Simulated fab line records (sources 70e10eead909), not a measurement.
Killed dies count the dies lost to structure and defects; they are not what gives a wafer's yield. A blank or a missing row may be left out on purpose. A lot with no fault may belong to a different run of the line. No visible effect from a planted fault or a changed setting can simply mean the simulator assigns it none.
Which tool was responsible?	flow nand harc	72 wafers from 24 lots sampled at 6 of the route's 1159 steps

WHAT THE GAUGES SHOWED, per wafer
The record lacks any reading of a measuring or inspecting step that a usual standard deviation could be used to judge.

WHAT TOOL EACH LOT RAN ON (gives the tool, then ch and the chambers of the sampled wafers, and finally the start)
lot	NHARC_A_CHANNEL_FILL_D1_ALD_15	NHARC_A_CHANNEL_FILL_D1_RTA_24	NHARC_A_STAIRCASE_ETCH_169	NHARC_A_STAIRCASE_ETCH_13	NHARC_A_STAIRCASE_ETCH_188	NHARC_A_STAIRCASE_ETCH_199
L074	ald sin batch-01 ch 0, day 10 16:01 or earlier	rtp anneal-02 ch 0, day 10 16:01	rie diel-13 ch 0,1, day 10 17:16	rie diel-13 ch 1,2,3, no start	rie diel-06 ch 0,3, no start	rie diel-06 ch 0,2,3, no start
L075	ald sin batch-01 ch 0, day 10 16:11 or earlier	rtp anneal-01 ch 0, day 10 16:11	rie diel-06 ch 1,3, day 10 17:23	rie diel-01 ch 1,3, no start	rie diel-13 ch 0,1,2, no start	rie diel-13 ch 0,2,3, no start
L076	ald sin batch-01 ch 0, day 11 02:36 or earlier	rtp anneal-01 ch 0, day 11 02:36	rie diel-13 ch 1,3, day 11 03:56	rie diel-01 ch 0,1,2, no start	rie diel-01 ch 1,2,3, no start	rie diel-06 ch 0,1,3, no start
L077	ald sin batch-01 ch 0, day 11 02:36 or earlier	rtp anneal-02 ch 0, day 11 02:36	rie diel-13 ch 0,1,3, day 11 04:22	rie diel-01 ch 0,3, no start	rie diel-01 ch 0,1, no start	rie diel-01 ch 0,1,3, no start
L078	ald sin batch-03 ch 0, day 11 18:58 or earlier	rtp anneal-02 ch 0, day 11 18:58	rie diel-01 ch 0,1, day 11 20:10	rie diel-01 ch 1,3, no start	rie diel-01 ch 0,3, no start	rie diel-01 ch 0,1,3, no start
L079	ald sin batch-01 ch 0, day 11 19:08 or earlier	rtp anneal-02 ch 0, day 11 19:08	rie diel-06 ch 0,2, day 11 20:29	rie diel-06 ch 0,1, no start	rie diel-13 ch 1,2,3, no start	rie diel-13 ch 1,2,3, no start
L080	ald sin batch-01 ch 0, day 12 05:48 or earlier	rtp anneal-01 ch 0, day 12 05:48	rie diel-13 ch 0,1, day 12 07:19	rie diel-01 ch 1,2,3, no start	rie diel-06 ch 0,2,3, no start	rie diel-06 ch 0,2,3, no start
L081	ald sin batch-01 ch 0, day 12 05:45 or earlier	rtp anneal-02 ch 0, day 12 05:45	rie diel-13 ch 0,1,2, day 12 07:08	rie diel-06 ch 0,2,3, no start	rie diel-06 ch 0,2,3, no start	rie diel-01 ch 1,2,3, no start
L082	ald sin batch-01 ch 0, day 12 22:27 or earlier	rtp anneal-01 ch 0, day 12 22:27	rie diel-06 ch 0,1,2, day 12 23:47	rie diel-06 ch 1,2,3, no start	rie diel-06 ch 0,1,2, no start	rie diel-01 ch 0,2,3, no start
L083	ald sin batch-01 ch 0, day 12 22:27 or earlier	rtp anneal-02 ch 0, day 12 22:27	rie diel-01 ch 0,2,3, day 12 23:56	rie diel-13 ch 2,3, no start	rie diel-06 ch 0,1,3, no start	rie diel-01 ch 0,1,2, no start
L084	ald sin batch-03 ch 0, day 13 11:07 or earlier	rtp anneal-01 ch 0, day 13 11:07	rie diel-01 ch 2,3, day 13 12:33	rie diel-13 ch 0,3, no start	rie diel-01 ch 0,3, no start	rie diel-06 ch 0,3, no start
L085	ald sin batch-03 ch 0, day 13 11:07 or earlier	rtp anneal-02 ch 0, day 13 11:07	rie diel-01 ch 0,2,3, day 13 12:31	rie diel-06 ch 0,3, no start	rie diel-06 ch 1,3, no start	rie diel-06 ch 0,1,3, no start
L087	ald sin batch-03 ch 0, day 13 20:11 or earlier	rtp anneal-01 ch 0, day 13 20:11	rie diel-01 ch 0,2,3, day 13 21:32	rie diel-06 ch 1,3, no start	rie diel-06 ch 0,2,3, no start	rie diel-13 ch 1,2,3, no start
L086	ald sin batch-01 ch 0, day 14 02:41 or earlier	rtp anneal-01 ch 0, day 14 02:41	rie diel-13 ch 1,3, day 14 04:29	rie diel-13 ch 0,1,3, no start	rie diel-13 ch 1,2,3, no start	rie diel-01 ch 0,1,2, no start
L088	ald sin batch-01 ch 0, day 14 06:22 or earlier	rtp anneal-01 ch 0, day 14 06:22	rie diel-06 ch 0,2, day 14 07:53	rie diel-13 ch 0,2,3, no start	rie diel-01 ch 1,2, no start	rie diel-06 ch 0,1,2, no start
L089	ald sin batch-01 ch 0, day 14 06:24 or earlier	rtp anneal-02 ch 0, day 14 06:24	rie diel-06 ch 1,2, day 14 08:09	rie diel-13 ch 2,3, no start	rie diel-01 ch 0,1,3, no start	rie diel-01 ch 2,3, no start
L090	ald sin batch-03 ch 0, day 14 19:34 or earlier	rtp anneal-01 ch 0, day 14 19:34	rie diel-13 ch 0,2,3, day 14 20:53	rie diel-06 ch 1,2,3, no start	rie diel-06 ch 1,2,3, no start	rie diel-06 ch 0,1,3, no start
L091	ald sin batch-02 ch 0, day 14 19:44 or earlier	rtp anneal-01 ch 0, day 14 19:44	rie diel-01 ch 1,2,3, day 14 21:13	rie diel-13 ch 0,1,3, no start	rie diel-13 ch 0,2,3, no start	rie diel-13 ch 0,1,3, no start
L092	ald sin batch-02 ch 0, day 14 19:41 or earlier	rtp anneal-02 ch 0, day 14 19:41	rie diel-06 ch 0,1, day 14 21:06	rie diel-13 ch 0,3, no start	rie diel-01 ch 0,1,3, no start	rie diel-13 ch 0,1,2, no start
L093	ald sin batch-02 ch 0, day 15 08:11 or earlier	rtp anneal-01 ch 0, day 15 08:11	rie diel-13 ch 1,2,3, day 15 09:49	rie diel-01 ch 0,2,3, no start	rie diel-13 ch 0,1,2, no start	rie diel-06 ch 0,1,3, no start
L094	ald sin batch-03 ch 0, day 15 14:14 or earlier	rtp anneal-01 ch 0, day 15 14:14	rie diel-13 ch 1,2,3, day 15 15:39	rie diel-06 ch 0,1, no start	rie diel-01 ch 0,3, no start	rie diel-01 ch 0,1,3, no start
L095	ald sin batch-03 ch 0, day 15 17:44 or earlier	rtp anneal-02 ch 0, day 15 17:44	rie diel-06 ch 1,2, day 15 19:05	rie diel-01 ch 1,2,3, no start	rie diel-13 ch 0,1,3, no start	rie diel-01 ch 0,1, no start
L096	ald sin batch-01 ch 0, day 14 13:11	rtp anneal-01 ch 0, day 16 03:15	rie diel-13 ch 2,3, day 16 04:26	rie diel-13 ch 0,2,3, no start	rie diel-06 ch 1,2, no start	rie diel-01 ch 1,2, no start
L097	ald sin batch-01 ch 0, day 15 02:11	rtp anneal-02 ch 0, day 16 16:08	rie diel-13 ch 1,2, day 16 17:21	rie diel-01 ch 1,3, no start	rie diel-13 ch 0,3, no start	rie diel-01 ch 0,2, no start
- NHARC_A_CHANNEL_FILL_D1_ALD_15: deposits SiNx, target thk 2 nm, pulse time 60 s, ald cycles 19.
- NHARC_A_CHANNEL_FILL_D1_RTA_24: time 5 s.
- NHARC_A_STAIRCASE_ETCH_169: etches the open film in CH3F/O2, target depth 50 nm, time 107.1 s.
- NHARC_A_STAIRCASE_ETCH_13: etches the open film in C4F8/O2, target depth 100 nm, time 40.5 s.
- NHARC_A_STAIRCASE_ETCH_188: etches the open film in C4F8/O2, target depth 100 nm, time 40.5 s.
- NHARC_A_STAIRCASE_ETCH_199: etches the open film in C4F8/O2, target depth 100 nm, time 40.5 s.

AS READ BY THE TOOLS THEMSELVES (means over the sampled wafers that have a number; for cases with no such wafer, the mark the record gives instead)
NHARC_A_CHANNEL_FILL_D1_ALD_15.
lot	tool	precursor pulse height rel
L074	ald sin batch-01	1.013
L075	ald sin batch-01	0.997
L076	ald sin batch-01	0.990
L077	ald sin batch-01	1.001
L078	ald sin batch-03	1.015
L079	ald sin batch-01	1.011
L080	ald sin batch-01	1.013
L081	ald sin batch-01	0.992
L082	ald sin batch-01	0.993
L083	ald sin batch-01	0.994
L084	ald sin batch-03	1.008
L085	ald sin batch-03	1.007
L087	ald sin batch-03	1.019
L086	ald sin batch-01	0.998
L088	ald sin batch-01	1.011
L089	ald sin batch-01	1.004
L090	ald sin batch-03	0.999
L091	ald sin batch-02	0.993
L092	ald sin batch-02	1.000
L093	ald sin batch-02	0.995
L094	ald sin batch-03	1.020
L095	ald sin batch-03	0.980
L096	ald sin batch-01	1.002
L097	ald sin batch-01	0.995

NHARC_A_CHANNEL_FILL_D1_RTA_24.
lot	tool	lamp power pct (%)	lamp_zone_7_pct (%)	wafer_temp_C_max
L074	rtp anneal-02	28.2	28.6	1003.1
L075	rtp anneal-01	31.1	31.6	1005.0
L076	rtp anneal-01	31.1	31.6	1005.2
L077	rtp anneal-02	28.2	28.6	1004.2
L078	rtp anneal-02	28.2	28.6	1003.2
L079	rtp anneal-02	28.1	28.6	1004.0
L080	rtp anneal-01	31.1	31.6	1005.3
L081	rtp anneal-02	28.2	28.6	1004.4
L082	rtp anneal-01	31.1	31.6	1005.3
L083	rtp anneal-02	28.2	28.6	1003.1
L084	rtp anneal-01	31.1	31.6	1004.6
L085	rtp anneal-02	28.2	28.6	1003.4
L087	rtp anneal-01	31.1	31.6	1005.2
L086	rtp anneal-01	31.1	31.6	1005.5
L088	rtp anneal-01	31.1	31.6	1004.9
L089	rtp anneal-02	28.1	28.6	1003.4
L090	rtp anneal-01	31.1	31.6	1004.5
L091	rtp anneal-01	31.1	31.6	1006.1
L092	rtp anneal-02	28.2	28.6	1003.3
L093	rtp anneal-01	31.1	31.6	1005.0
L094	rtp anneal-01	31.1	31.6	1005.0
L095	rtp anneal-02	28.2	28.6	1004.0
L096	rtp anneal-01	31.1	31.6	1004.9
L097	rtp anneal-02	28.2	28.6	1003.4

NHARC_A_STAIRCASE_ETCH_169.
lot	tool	drypump motor current A (A)	oes product au (a.u.)	rf fwd power W (W)	rf vpp V (V)	showerhead plenum p Torr (Torr)	throttle valve pct (%)
L074	rie diel-13	5.4	0.922	497.3	242.9	2.39	20.657
L075	rie diel-06	6.5	0.936	497.7	244.4	2.48	20.674
L076	rie diel-13	5.3	0.927	498.2	243.0	2.32	20.662
L077	rie diel-13	5.4	0.915	496.6	243.1	2.38	20.669
L078	rie diel-01	5.7	0.962	498.1	244.0	2.38	20.655
L079	rie diel-06	6.3	0.970	498.7	245.5	2.51	20.660
L080	rie diel-13	5.6	0.916	497.2	243.9	2.44	20.663
L081	rie diel-13	5.9	0.916	496.1	243.0	2.37	20.669
L082	rie diel-06	6.3	0.967	497.3	244.4	2.53	20.663
L083	rie diel-01	5.8	0.922	497.4	244.3	2.41	20.668
L084	rie diel-01	5.8	0.922	497.7	243.3	2.37	20.663
L085	rie diel-01	5.8	0.920	496.3	243.1	2.40	20.670
L087	rie diel-01	5.8	0.941	496.0	243.1	2.40	20.662
L086	rie diel-13	5.4	0.941	498.9	241.5	2.31	20.665
L088	rie diel-06	6.2	0.955	497.2	245.2	2.50	20.669
L089	rie diel-06	6.5	0.958	496.9	246.7	2.55	20.656
L090	rie diel-13	5.9	0.964	496.6	244.3	2.47	20.665
L091	rie diel-01	5.8	0.965	498.2	243.8	2.37	20.659
L092	rie diel-06	6.4	0.943	496.3	245.4	2.55	20.668
L093	rie diel-13	5.7	0.931	496.4	244.6	2.42	20.663
L094	rie diel-13	5.8	0.966	497.1	243.9	2.42	20.664
L095	rie diel-06	6.4	0.976	499.6	244.9	2.52	20.668
L096	rie diel-13	5.8	0.982	496.7	243.1	2.40	20.673
L097	rie diel-13	6.1	0.954	496.6	245.0	2.53	20.668

NHARC_A_STAIRCASE_ETCH_13.
lot	tool	oes product au (a.u.)	rf fwd power W (W)	rf vpp V (V)
L074	rie diel-13	0.945	594.5	888
L075	rie diel-01	0.937	592.4	892
L076	rie diel-01	0.927	593.9	890
L077	rie diel-01	0.915	591.0	897
L078	rie diel-01	0.926	590.4	894
L079	rie diel-06	0.938	592.7	901
L080	rie diel-01	0.936	591.4	892
L081	rie diel-06	0.954	594.0	894
L082	rie diel-06	0.931	593.3	897
L083	rie diel-13	0.928	592.9	899
L084	rie diel-13	0.956	594.6	894
L085	rie diel-06	0.941	595.1	891
L087	rie diel-06	0.943	593.4	892
L086	rie diel-13	0.926	595.8	891
L088	rie diel-13	0.922	592.2	897
L089	rie diel-13	0.918	591.1	893
L090	rie diel-06	0.949	594.6	895
L091	rie diel-13	0.927	594.9	892
L092	rie diel-13	0.926	593.8	894
L093	rie diel-01	0.948	594.3	893
L094	rie diel-06	0.941	593.5	900
L095	rie diel-01	0.955	595.1	890
L096	rie diel-13	0.954	592.9	897
L097	rie diel-01	0.935	592.3	891

NHARC_A_STAIRCASE_ETCH_188.
lot	tool	oes product au (a.u.)	rf fwd power W (W)	rf vpp V (V)
L074	rie diel-06	0.950	596.6	895
L075	rie diel-13	0.923	594.5	892
L076	rie diel-01	0.945	591.5	892
L077	rie diel-01	0.931	593.4	892
L078	rie diel-01	0.933	592.2	895
L079	rie diel-13	0.932	590.6	888
L080	rie diel-06	0.923	595.9	895
L081	rie diel-06	0.924	595.4	896
L082	rie diel-06	0.953	596.7	900
L083	rie diel-06	0.936	595.2	895
L084	rie diel-01	0.938	589.2	894
L085	rie diel-06	0.947	594.9	891
L087	rie diel-06	0.947	595.9	894
L086	rie diel-13	0.923	593.0	894
L088	rie diel-01	0.953	594.0	888
L089	rie diel-01	0.943	591.7	893
L090	rie diel-06	0.943	593.1	896
L091	rie diel-13	0.930	593.4	896
L092	rie diel-01	0.955	591.3	893
L093	rie diel-13	0.952	592.0	898
L094	rie diel-01	0.932	590.8	895
L095	rie diel-13	0.949	592.2	891
L096	rie diel-06	0.918	594.9	899
L097	rie diel-13	0.916	592.8	891

NHARC_A_STAIRCASE_ETCH_199.
lot	tool	oes product au (a.u.)	rf fwd power W (W)	rf vpp V (V)
L074	rie diel-06	0.948	597.3	894
L075	rie diel-13	0.936	592.8	890
L076	rie diel-06	0.962	593.8	897
L077	rie diel-01	0.931	591.9	893
L078	rie diel-01	0.942	592.5	893
L079	rie diel-13	0.945	593.6	887
L080	rie diel-06	0.942	594.8	895
L081	rie diel-01	0.942	592.3	892
L082	rie diel-01	0.934	593.1	894
L083	rie diel-01	0.939	594.6	891
L084	rie diel-06	0.928	594.3	895
L085	rie diel-06	0.936	593.9	896
L087	rie diel-13	0.951	592.7	893
L086	rie diel-01	0.955	594.1	891
L088	rie diel-06	0.934	594.7	899
L089	rie diel-01	0.934	593.5	891
L090	rie diel-06	0.949	594.7	895
L091	rie diel-13	0.930	594.4	892
L092	rie diel-13	0.942	594.2	898
L093	rie diel-06	0.958	594.8	895
L094	rie diel-01	0.945	592.3	892
L095	rie diel-01	0.954	592.2	892
L096	rie diel-01	0.930	594.5	888
L097	rie diel-01	0.955	595.3	892

THE ANSWER, worked out from the rows above alone
Rule: usual is defined by the lots themselves. The widest of any qualifying gaps counts: lots, ordered by their means at a reading, are off when they make up no more than a third of the lots, leave a main group of 4 or more, and stand apart from it by 3 or more times the standard deviation of that group's means. Not used: any main group whose means are identical at the precision the tables above print for the reading. Also off: a lot with no number at a reading for which 4 or more lots have one. The other lots that the step has rows for count as sound. The gauges are gone through in route order, then the tools' own readings, and for those a lot's mean is taken as printed above. The first step at which some lot is off is used, and at that step the reading that is off furthest; a lot without a number counts as furthest.
None of the lots is off at any reading shown; this tells nothing.

WHAT THE SIMULATOR HAD INSERTED
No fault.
